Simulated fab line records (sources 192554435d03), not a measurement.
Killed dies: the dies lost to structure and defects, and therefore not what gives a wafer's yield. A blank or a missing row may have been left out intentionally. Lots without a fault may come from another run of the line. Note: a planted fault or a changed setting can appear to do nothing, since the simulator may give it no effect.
fab line records :: flow n5Finfet
record:
  lots: 4
  wafers: 10
  lastDay: 16
route steps=1938 shown BEOL_M2@916 BEOL_M3@931 BEOL_M4@1111
lots that met no fault: from a run of the same line without faults
startH: hours from the record's opening day to when the first of the lot's shown wafers began :: waitH: how many hours have passed since the lot's step before this one :: " the same as in the row above :: L1.1+2: several wafers, shown together as one row :: - no value, or no start given :: * or withheld: withheld :: < > ~ a bound
route shown NAME@n: names a module that has steps shown in the file, with the first one's number in the route :: usual: mean and standard deviation over wafers with no fault :: same: alike in all rows :: chamber/n: place in a boat :: sites: readings site by site :: _std_site: standard deviation of those values :: _edge_site: outer sites' mean less inner sites' :: radiusMm: how far each site lies from the wafer's centre :: mask NAME#n: copy n :: behind: tool/chamber where the wafer was last shaped :: hold: cause of the lot's hold/its duration in hours/its outcome :: device: the transistor (n, p or np) that didn't switch :: end of line: tests run on the same wafers once the route is complete :: for a step that has no rows: nothing shown but its recipe :: killed: not the wafer's yield, but the dies lost to structure and defects at the first sort :: map: per-die view of a wafer (x killed, . not killed, _ where there is no die)
set.NAME: the setting the step ran with; set.NAME@STEP: the setting that earlier step ran with :: model.NAME: the simulator's own value behind a step, which no gauge read
lots at selected steps of the route; one table per step, one row per wafer
services: when a tool's chamber went out of use (startH, in hours from the record's first day, below 0 if earlier), for how many hours, and the reason
== steps ==
step: N5_BEOL_M2_SPUTTER_92
recipe:
  material: Cu
  targetThkA: 45
  tempC: -20
  chamberPressurePa: 0.07
  powerW: withheld
  timeS: 8.29
step: N5_BEOL_M2_ANNEAL_93
recipe:
  tempC: 400
  timeS: 240
  ambient: vacuum
step: N5_BEOL_M2_SPUTTER_94
recipe:
  material: Cu
  targetThkA: 45
  tempC: -20
  chamberPressurePa: 0.07
  powerW: withheld
  timeS: 8.29
step: N5_BEOL_M2_ANNEAL_95
recipe:
  tempC: 400
  timeS: 240
  ambient: vacuum
step: N5_BEOL_M2_SPUTTER_96
recipe:
  material: Cu
  targetThkA: 45
  tempC: -20
  chamberPressurePa: 0.07
  powerW: withheld
  timeS: 8.29
step: N5_BEOL_M2_ECD_50
recipe:
  material: Cu
  targetThkA: 3000
step: N5_BEOL_M2_ANNEAL_51
recipe:
  tempC: 225
  timeS: 90
  ambient: N2
step: N5_BEOL_M2_CMP_52
recipe:
  stopOn: SiOC
  tOverpolishS: 6.8
  downForcePsi: 1
  platenRpm: 50
  clearingPlatenDownForcePsi: 1.5
  clearingPlatenRpm: 50
  postCmpClean: cuAlkaline
  targetThkNm: 40
  clearingPlatenPadVelocityMS: 0.99484
  padVelocityMS: 0.99484
step: N5_BEOL_M2_PRE_CLEAN_60
recipe:
  gas: NH3/H2
  timeS: 15
  tempC: *
  rfPowerW: 300
step: N5_BEOL_M2_CO_CAP_55
recipe:
  material: Co
  targetThkA: 20
  tempC: 200
  precursor: CCTBA/H2
  pressureTorr: 30
  timeS: 102.1
step: N5_BEOL_M2_PRE_CLEAN_56
recipe:
  gas: NH3
  timeS: 15
  tempC: withheld
  rfPowerW: 300
step: N5_BEOL_M2_DEP_57
recipe:
  material: SiCN
  targetThkA: 80
  tempC: withheld
  precursor: 3MS/NH3
  pressureTorr: 3
  rfW: 202
  timeS: 14
usual:
  showerheadPlenumPTorr: 3.668/0.012
  throttleValvePct: 9.2/0.76
lot.wafer: L439.3
tool: pecvd-03
chamber: 2
startH: 184.35
waitH: 0.0
showerheadPlenumPTorr: 3.655
throttleValvePct: 8.5
model.SiCN_of_BEOL_M2_DEP_57.thkNm: 8

lot.wafer: L439.4
tool: pecvd-03
chamber: 1
startH: 184.35
waitH: 0.0
showerheadPlenumPTorr: 3.675
throttleValvePct: 10.6
model.SiCN_of_BEOL_M2_DEP_57.thkNm: 8

lot.wafer: L439.5
tool: pecvd-03
chamber: 2
startH: 184.35
waitH: 0.0
showerheadPlenumPTorr: 3.657
throttleValvePct: 8.3
model.SiCN_of_BEOL_M2_DEP_57.thkNm: 8

lot.wafer: L443.4
tool: pecvd-03
chamber: 2
startH: 217.22
waitH: 0.0
showerheadPlenumPTorr: 3.653
throttleValvePct: 8.5
model.SiCN_of_BEOL_M2_DEP_57.thkNm: 11.2

lot.wafer: L443.6
tool: pecvd-03
chamber: 1
startH: 217.22
waitH: 0.0
showerheadPlenumPTorr: 3.666
throttleValvePct: 10.7
model.SiCN_of_BEOL_M2_DEP_57.thkNm: 8

lot.wafer: L444.4
tool: pecvd-03
chamber: 0
startH: 225.69
waitH: 0.0
showerheadPlenumPTorr: 3.669
throttleValvePct: 8.6
model.SiCN_of_BEOL_M2_DEP_57.thkNm: 11.2

lot.wafer: L444.6
tool: pecvd-03
chamber: 1
startH: 225.69
waitH: 0.0
showerheadPlenumPTorr: 3.679
throttleValvePct: 10.6
model.SiCN_of_BEOL_M2_DEP_57.thkNm: 8

lot.wafer: L449.2
tool: pecvd-04
chamber: 0
startH: 239.74
waitH: 0.0
showerheadPlenumPTorr: 3.660
throttleValvePct: 9.0
model.SiCN_of_BEOL_M2_DEP_57.thkNm: 7.8

lot.wafer: L449.3
tool: pecvd-04
chamber: 1
startH: 239.74
waitH: 0.0
showerheadPlenumPTorr: 3.695
throttleValvePct: 9.6
model.SiCN_of_BEOL_M2_DEP_57.thkNm: 8

lot.wafer: L449.6
tool: pecvd-04
chamber: 1
startH: 239.74
waitH: 0.0
showerheadPlenumPTorr: 3.690
throttleValvePct: 9.4
model.SiCN_of_BEOL_M2_DEP_57.thkNm: 8
step: N5_BEOL_M3_ILD_DEP_00
recipe:
  material: SiOC
  targetThkA: 790
  tempC: 350
  precursor: DEMS/O2
  pressureTorr: 5
  rfW: 500
  timeS: 15.3
step: N5_BEOL_M3_PECVD_72
recipe:
  material: SiO2
  targetThkA: 160
  tempC: 400
  precursor: TEOS/O2
  pressureTorr: 5.5
  rfW: 450
  teosFlowSccm: 53.8
  gas: O2
  flowSccm: 3000
  timeS: 18
step: N5_BEOL_M3_HM_DEP_02
recipe:
  material: TiN
  targetThkA: 200
  tempC: 25
  chamberPressurePa: 0.49996
step: N5_BEOL_M3_COAT_61
recipe:
  resist: SOC
  tempC: 250
  timeS: 60
  spinRpm: 1500
  resistThkNm: 60
step: N5_BEOL_M3_COAT_62
recipe:
  resist: SiARC
  tempC: 220
  timeS: 60
  spinRpm: 1500
  resistThkNm: 12
step: N5_BEOL_M3_COAT_73
recipe:
  resist: underlayer
  tempC: 205
  timeS: 60
  spinRpm: 1500
  resistThkNm: 5
step: N5_BEOL_M3_COAT_05
recipe:
  resist: CAR-EUV
  spinRpm: 1500
  resistThkNm: 30
step: N5_BEOL_M3_EBR_07
recipe:
  solvent: PGMEA
  ebrWidthMm: 1.5
step: N5_BEOL_M3_SOFTBAKE_06
recipe:
  tempC: 110
  timeS: 60
  resist: CAR-EUV
step: N5_BEOL_M3_EXPOSE_08
recipe:
  maskId: M3
  na: 0.33
  sourceShape: dipole
  sigmaInner: 0.369
  sigmaOuter: 0.767
  polarization: unpolarized
  doseMj: 33
step: N5_BEOL_M3_PEB_09
recipe:
  pebTempC: 100
  pebTimeS: 60
  resist: CAR-EUV
step: N5_BEOL_M3_DEVELOP_10
recipe:
  developTimeS: 30
  developer: TMAH
  resist: CAR-EUV
  rinseLiquid: surfactantRinse
  dry: airSpin
  devTempC: 23
step: N5_BEOL_M3_DESCUM_16
recipe:
  chemistry: O2
  timeS: 7
  sourcePowerW: 50
  biasPowerW: 20
  pressureMtorr: 20
  rfFrequencyHz: 2.712e+07
  tempC: 40
  resist: CAR-EUV
  o2FlowSccm: 225
step: N5_BEOL_M3_ETCH_74
recipe:
  chemistry: N2/H2
  target: underlayer
  targetDepthA: 65
  maskMaterial: CAR-EUV
  timeS: 5.2
  ionEnergyEv: 200
  pressureMtorr: 30
  sourceW: 840
  biasW: 150
  n2FlowSccm: 200
  h2FlowSccm: 200
  ends: cleared
step: N5_BEOL_M3_ETCH_63
recipe:
  chemistry: CF4
  target: SiARC
  targetDepthA: 156
  maskMaterial: CAR-EUV
  timeS: 26
  ionEnergyEv: 80
  pressureMtorr: 40
  sourceW: 545
  biasW: 36
  Ar_flow_sccm: 100
  cf4FlowSccm: 100
  ends: cleared
step: N5_BEOL_M3_ETCH_64
recipe:
  chemistry: N2/H2
  target: SOC
  targetDepthA: 750
  overetchA: 150
  maskMaterial: SiARC
  tempC: 40
  timeS: 112.5
  ionEnergyEv: 200
  pressureMtorr: 30
  sourceW: 840
  biasW: 150
  n2FlowSccm: 200
  h2FlowSccm: 200
step: N5_BEOL_M3_STRIP_65
recipe:
  chemistry: N2/H2
  tempC: 40
  n2FlowSccm: 200
  h2FlowSccm: 200
  rfFrequencyHz: 6e+07
step: N5_BEOL_M3_STRIP_75
recipe:
  chemistry: N2/H2
  tempC: 40
  n2FlowSccm: 200
  h2FlowSccm: 200
  rfFrequencyHz: 6e+07
step: N5_BEOL_M3_STRIP_66
recipe:
  chemistry: CF4
  resist: SiARC
  powerW: 300
  biasPowerW: 75
  pressureMtorr: 50
  cf4FlowSccm: 150
  rfFrequencyHz: 6e+07
step: N5_BEOL_M3_HM_OPEN_17
recipe:
  chemistry: Cl2/BCl3
  targetDepthA: 200
  overetchA: 60
  target: TiN
  maskMaterial: SOC
  ionEnergyEv: 150
  pressureMtorr: 10
  icpW: 1000
  biasW: 126
  Cl2_flow_sccm: 53.25
  bcl3FlowSccm: 21.75
  Ar_flow_sccm: 25
step: N5_BEOL_M3_STRIP_19
recipe:
  chemistry: O2
  powerW: 400
  tempC: 40
  pressureMtorr: 30
  rfFrequencyHz: 6e+07
  biasPowerW: 0
  overashFraction: 0.2
  o2FlowSccm: 225
step: N5_BEOL_M3_COAT_67
recipe:
  resist: SOC
  tempC: 250
  timeS: 60
  spinRpm: 1500
  resistThkNm: 60
step: N5_BEOL_M3_CMP_52
recipe:
  stopOn: SiOC
  tOverpolishS: 6.8
  downForcePsi: 1
  platenRpm: 50
  clearingPlatenDownForcePsi: 1.5
  clearingPlatenRpm: 50
  postCmpClean: cuAlkaline
  targetThkNm: 40
  clearingPlatenPadVelocityMS: 0.99484
  padVelocityMS: 0.99484
usual:
  barrierFieldEndpointS: 24.8/0.52
  motorCurrentA: 6.0/0.49
  overpolishRunS: 6.798/0.0092
  platenRpm: 50.00/0.039
  retainingRingPressureFrac: 1.001/0.0051
  slurryFilterDpKPa: 13.51/0.14
  timeToEndpointS: 62.3/2.5
lot.wafer: L439.4
tool: cmp-04
chamber: 0
startH: 205.16
waitH: 0.1
barrierFieldEndpointS: 24.9
motorCurrentA: 5.8
overpolishRunS: 6.796
platenRpm: 49.99
retainingRingPressureFrac: 1.003
slurryFilterDpKPa: 13.42
timeToEndpointS: 59.5
model.Cu_of_BEOL_M3_ECD_50.thkNm: 40.4

lot.wafer: L439.3
tool: cmp-04
chamber: 1
startH: 205.16
waitH: 0.1
barrierFieldEndpointS: 25.4
motorCurrentA: 6.2
overpolishRunS: 6.807
platenRpm: 50.02
retainingRingPressureFrac: 1.002
slurryFilterDpKPa: 13.75
timeToEndpointS: 63.1
model.Cu_of_BEOL_M3_ECD_50.thkNm: 37.6

lot.wafer: L439.5
tool: cmp-04
chamber: 0
startH: 205.16
waitH: 0.1
barrierFieldEndpointS: 25.5
motorCurrentA: 6.0
overpolishRunS: 6.787
platenRpm: 49.98
retainingRingPressureFrac: 1.005
slurryFilterDpKPa: 13.60
timeToEndpointS: 63.2
model.Cu_of_BEOL_M3_ECD_50.thkNm: 40

lot.wafer: L443.4
tool: cmp-01
chamber: 2
startH: 229.62
waitH: 0.2
barrierFieldEndpointS: 24.4
motorCurrentA: 5.7
overpolishRunS: 6.792
platenRpm: 49.99
retainingRingPressureFrac: 0.996
slurryFilterDpKPa: 13.43
timeToEndpointS: 62.4
model.Cu_of_BEOL_M3_ECD_50.thkNm: 43.2

lot.wafer: L443.6
tool: cmp-01
chamber: 1
startH: 229.62
waitH: 0.2
barrierFieldEndpointS: 25.0
motorCurrentA: 6.7
overpolishRunS: 6.791
platenRpm: 50.02
retainingRingPressureFrac: 0.985
slurryFilterDpKPa: 13.26
timeToEndpointS: 62.9
model.Cu_of_BEOL_M3_ECD_50.thkNm: 40.2

lot.wafer: L444.4
tool: cmp-04
chamber: 1
startH: 232.34
waitH: 0.1
barrierFieldEndpointS: 25.3
motorCurrentA: 6.2
overpolishRunS: 6.808
platenRpm: 49.98
retainingRingPressureFrac: 1.001
slurryFilterDpKPa: 13.59
timeToEndpointS: 63.4
model.Cu_of_BEOL_M3_ECD_50.thkNm: 43.2

lot.wafer: L444.6
tool: cmp-04
chamber: 1
startH: 232.34
waitH: 0.1
barrierFieldEndpointS: 25.9
motorCurrentA: 6.0
overpolishRunS: 6.799
platenRpm: 49.99
retainingRingPressureFrac: 1.005
slurryFilterDpKPa: 13.44
timeToEndpointS: 64.0
model.Cu_of_BEOL_M3_ECD_50.thkNm: 40.8

lot.wafer: L449.3
tool: cmp-02
chamber: 1
startH: 258.82
waitH: 0.2
barrierFieldEndpointS: 24.0
motorCurrentA: 5.2
overpolishRunS: 6.786
platenRpm: 49.99
retainingRingPressureFrac: 1.001
slurryFilterDpKPa: 13.66
timeToEndpointS: 62.4
model.Cu_of_BEOL_M3_ECD_50.thkNm: 39

lot.wafer: L449.2
tool: cmp-02
chamber: 0
startH: 258.82
waitH: 0.2
barrierFieldEndpointS: 24.2
motorCurrentA: 5.6
overpolishRunS: 6.796
platenRpm: 50.02
retainingRingPressureFrac: 0.999
slurryFilterDpKPa: 13.67
timeToEndpointS: 60.6
model.Cu_of_BEOL_M3_ECD_50.thkNm: 38.6

lot.wafer: L449.6
tool: cmp-02
chamber: 1
startH: 258.82
waitH: 0.2
barrierFieldEndpointS: 24.5
motorCurrentA: 5.2
overpolishRunS: 6.800
platenRpm: 49.97
retainingRingPressureFrac: 1.004
slurryFilterDpKPa: 13.38
timeToEndpointS: 65.6
model.Cu_of_BEOL_M3_ECD_50.thkNm: 39.8
step: N5_BEOL_M4_RC_MEAS_101
usual:
  DIBL_N: 35.9/1.3
  DIBL_P: 35.9/1.5
  IOFF_N: 0.152/0.023
  IOFF_P: 0.204/0.027
  ION_N: 673/9.2
  ION_P: 462/6.7
  SS_N: 71.4/0.48
  SS_P: 73.2/0.55
  VT_N: 250.3/2.6
  VT_P: -250.6/3
lot.wafer: L439.3
tool: prober-02
chamber: 0
startH: 231.18
waitH: 0.3
DIBL_N[mV/V]: 35.4
DIBL_P[mV/V]: 34.6
IOFF_N[nA/um]: 0.131
IOFF_P[nA/um]: 0.205
ION_N[uA/um]: 656
ION_P[uA/um]: 458
SS_N[mV/dec]: 71.9
SS_P[mV/dec]: 73.1
VT_N[mV]: 250.6
VT_P[mV]: -250.5

lot.wafer: L439.4
tool: prober-02
chamber: 0
startH: 231.18
waitH: 0.3
DIBL_N[mV/V]: 37.0
DIBL_P[mV/V]: 36.0
IOFF_N[nA/um]: 0.162
IOFF_P[nA/um]: 0.232
ION_N[uA/um]: 660
ION_P[uA/um]: 457
SS_N[mV/dec]: 71.7
SS_P[mV/dec]: 73.6
VT_N[mV]: 250.2
VT_P[mV]: -247.1

lot.wafer: L439.5
tool: prober-02
chamber: 0
startH: 231.18
waitH: 0.3
DIBL_N[mV/V]: 37.2
DIBL_P[mV/V]: 36.7
IOFF_N[nA/um]: 0.159
IOFF_P[nA/um]: 0.238
ION_N[uA/um]: 677
ION_P[uA/um]: 466
SS_N[mV/dec]: 71.5
SS_P[mV/dec]: 73.3
VT_N[mV]: 252.4
VT_P[mV]: -249.9

lot.wafer: L443.4
tool: prober-02
chamber: 0
startH: 248.42
waitH: 0.8
DIBL_N[mV/V]: 36.9
DIBL_P[mV/V]: 36.7
IOFF_N[nA/um]: 0.181
IOFF_P[nA/um]: 0.212
ION_N[uA/um]: 683
ION_P[uA/um]: 466
SS_N[mV/dec]: 71.5
SS_P[mV/dec]: 73.0
VT_N[mV]: 246.0
VT_P[mV]: -252.6

lot.wafer: L443.6
tool: prober-02
chamber: 0
startH: 248.42
waitH: 0.8
DIBL_N[mV/V]: 38.6
DIBL_P[mV/V]: 38.7
IOFF_N[nA/um]: 0.214
IOFF_P[nA/um]: 0.243
ION_N[uA/um]: 680
ION_P[uA/um]: 460
SS_N[mV/dec]: 71.8
SS_P[mV/dec]: 73.5
VT_N[mV]: 245.5
VT_P[mV]: -249.2

lot.wafer: L444.4
tool: prober-01
chamber: 0
startH: 266.74
waitH: 0.5
DIBL_N[mV/V]: 35.0
DIBL_P[mV/V]: 36.1
IOFF_N[nA/um]: 0.152
IOFF_P[nA/um]: 0.216
ION_N[uA/um]: 673
ION_P[uA/um]: 467
SS_N[mV/dec]: 71.4
SS_P[mV/dec]: 73.4
VT_N[mV]: 247.4
VT_P[mV]: -249.7

lot.wafer: L444.6
tool: prober-01
chamber: 0
startH: 266.74
waitH: 0.5
DIBL_N[mV/V]: 35.8
DIBL_P[mV/V]: 36.4
IOFF_N[nA/um]: 0.160
IOFF_P[nA/um]: 0.222
ION_N[uA/um]: 671
ION_P[uA/um]: 462
SS_N[mV/dec]: 71.1
SS_P[mV/dec]: 73.5
VT_N[mV]: 251.2
VT_P[mV]: -248.6

lot.wafer: L449.2
tool: prober-02
chamber: 0
startH: 276.80
waitH: 0.2
DIBL_N[mV/V]: 36.6
DIBL_P[mV/V]: 36.6
IOFF_N[nA/um]: 0.162
IOFF_P[nA/um]: 0.221
ION_N[uA/um]: 684
ION_P[uA/um]: 465
SS_N[mV/dec]: 71.2
SS_P[mV/dec]: 73.7
VT_N[mV]: 247.5
VT_P[mV]: -249.8

lot.wafer: L449.3
tool: prober-02
chamber: 0
startH: 276.80
waitH: 0.2
DIBL_N[mV/V]: 38.8
DIBL_P[mV/V]: 39.8
IOFF_N[nA/um]: 0.213
IOFF_P[nA/um]: 0.275
ION_N[uA/um]: 675
ION_P[uA/um]: 467
SS_N[mV/dec]: 72.0
SS_P[mV/dec]: 73.3
VT_N[mV]: 245.3
VT_P[mV]: -248.3

lot.wafer: L449.6
tool: prober-02
chamber: 0
startH: 276.80
waitH: 0.2
DIBL_N[mV/V]: 35.9
DIBL_P[mV/V]: 35.9
IOFF_N[nA/um]: 0.141
IOFF_P[nA/um]: 0.203
ION_N[uA/um]: 673
ION_P[uA/um]: 461
SS_N[mV/dec]: 71.3
SS_P[mV/dec]: 72.8
VT_N[mV]: 250.7
VT_P[mV]: -249.1
== services ==
tool: pecvd-03
chamber: 0
startH: 163.50
hours: 2.1
kind: scheduledDown

tool: cmp-02
chamber: -
startH: 182.65
hours: 1.8
kind: repair

tool: cmp-04
chamber: -
startH: 192.98
hours: 3.4
kind: pm

tool: cmp-01
chamber: -
startH: 195.17
hours: 1.2
kind: repair

tool: cmp-02
chamber: -
startH: 197.24
hours: 7.9
kind: pm

tool: pecvd-04
chamber: -
startH: 198.44
hours: 0.5
kind: repair

tool: pecvd-04
chamber: 2
startH: 216.90
hours: 6.0
kind: repair

tool: cmp-02
chamber: -
startH: 227.28
hours: 4.0
kind: pm

tool: cmp-02
chamber: -
startH: 231.28
hours: -
kind: consumableReplace:conditioner

tool: cmp-02
chamber: -
startH: 231.28
hours: -
kind: consumableReplace:pad

tool: cmp-01
chamber: -
startH: 237.79
hours: 4.0
kind: pm

tool: cmp-01
chamber: -
startH: 241.79
hours: -
kind: consumableReplace:conditioner

tool: cmp-01
chamber: -
startH: 241.79
hours: -
kind: consumableReplace:pad

tool: cmp-02
chamber: -
startH: 248.20
hours: 7.1
kind: repair

tool: cmp-04
chamber: -
startH: 255.24
hours: 0.7
kind: repair

tool: pecvd-04
chamber: 0
startH: 256.22
hours: 2.1
kind: scheduledDown
== key ==
firstSign none at tools or gauges
modelEffect:
  step: N5_BEOL_M2_DEP_57
  value: SiCN_of_BEOL_M2_DEP_57.thkNm
  without: 7.9
  struck: 11.2
modelEffect:
  step: N5_BEOL_M3_CMP_52
  value: Cu_of_BEOL_M3_ECD_50.thkNm
  without: 40
  struck: 43.2
metAt N5_BEOL_M2_DEP_57
struckWafers L443.4,L444.4
onsetBetween 184.35 217.22
fault:
  kind: processParameterDrift
  tool: pecvd-03
  chamber: -
  onsetH: 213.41
  steps: N5_BEOL_M2_DEP_57
  channel: timeS
  offset: *
  shape: step
  endH: 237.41
  scope: struckWafersOnly
  actsIn: *
  stated: *
